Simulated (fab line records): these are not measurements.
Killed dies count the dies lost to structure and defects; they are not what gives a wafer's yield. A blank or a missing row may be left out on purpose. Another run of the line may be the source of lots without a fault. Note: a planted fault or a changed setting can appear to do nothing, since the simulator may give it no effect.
Chamber matching + flow n5-finfet + rie-diel-01 running N5_GATE_CUT_ETCH_37: 4 sister chambers
The step etches SOC in N2/H2, target depth 60 nm, overetch 12 nm, time 90 s. 8 wafers are shown with their chamber, then 8 later ones without.

## EACH WAFER AND ITS CHAMBER
| wafer  | chamber | showerhead-plenum-p-Torr (Torr) | drypump-motor-current-A (A) |
|--------|---------|---------------------------------|-----------------------------|
| L075.3 | 3       | 2.49                            | 6.3                         |
| L077.3 | 3       | 2.49                            | 6.3                         |
| L082.4 | 0       | 2.65                            | 5.2                         |
| L082.5 | 1       | 2.53                            | 5.9                         |
| L085.2 | 2       | 2.41                            | 6.1                         |
| L085.4 | 1       | 2.53                            | 5.9                         |
| L085.6 | 0       | 2.65                            | 5.3                         |
| L091.1 | 2       | 2.40                            | 6.1                         |

## WAFERS WITH NO CHAMBER GIVEN
| wafer  | showerhead-plenum-p-Torr (Torr) | drypump-motor-current-A (A) |
|--------|---------------------------------|-----------------------------|
| L091.3 | 2.52                            | 5.8                         |
| L091.4 | 2.64                            | 5.2                         |
| L095.2 | 2.40                            | 6.1                         |
| L095.4 | 2.52                            | 5.8                         |
| L095.5 | 2.52                            | 5.8                         |
| L096.1 | 2.64                            | 5.2                         |
| L096.2 | 2.40                            | 6.1                         |
| L096.4 | 2.52                            | 5.8                         |

## THE CHAMBER EACH PASSED THROUGH
| wafer  | from the rows above | in truth |
|--------|---------------------|----------|
| L091.3 | 1                   | 1        |
| L091.4 | 0                   | 0        |
| L095.2 | 2                   | 2        |
| L095.4 | 1                   | 1        |
| L095.5 | 1                   | 1        |
| L096.1 | 0                   | 0        |
| L096.2 | 2                   | 2        |
| L096.4 | 1                   | 1        |
Correct placement for 8 of the 8. Number that these rows cannot place: 0. Wrongly placed: 0.
How it was worked out, from the rows above alone: a wafer's distance from a chamber is the root of the sum, over the readings, of the square of ((its reading less the chamber's mean) divided by the reading's scatter). The wafer belongs to the nearest chamber; if the next one is less than 2 further off, it can't be placed. The mean given for a chamber averages the wafers shown for that chamber. The scatter: the root of (the sum of the squares of (reading less its chamber's mean) over the shown wafers, divided by (wafers less chambers)).
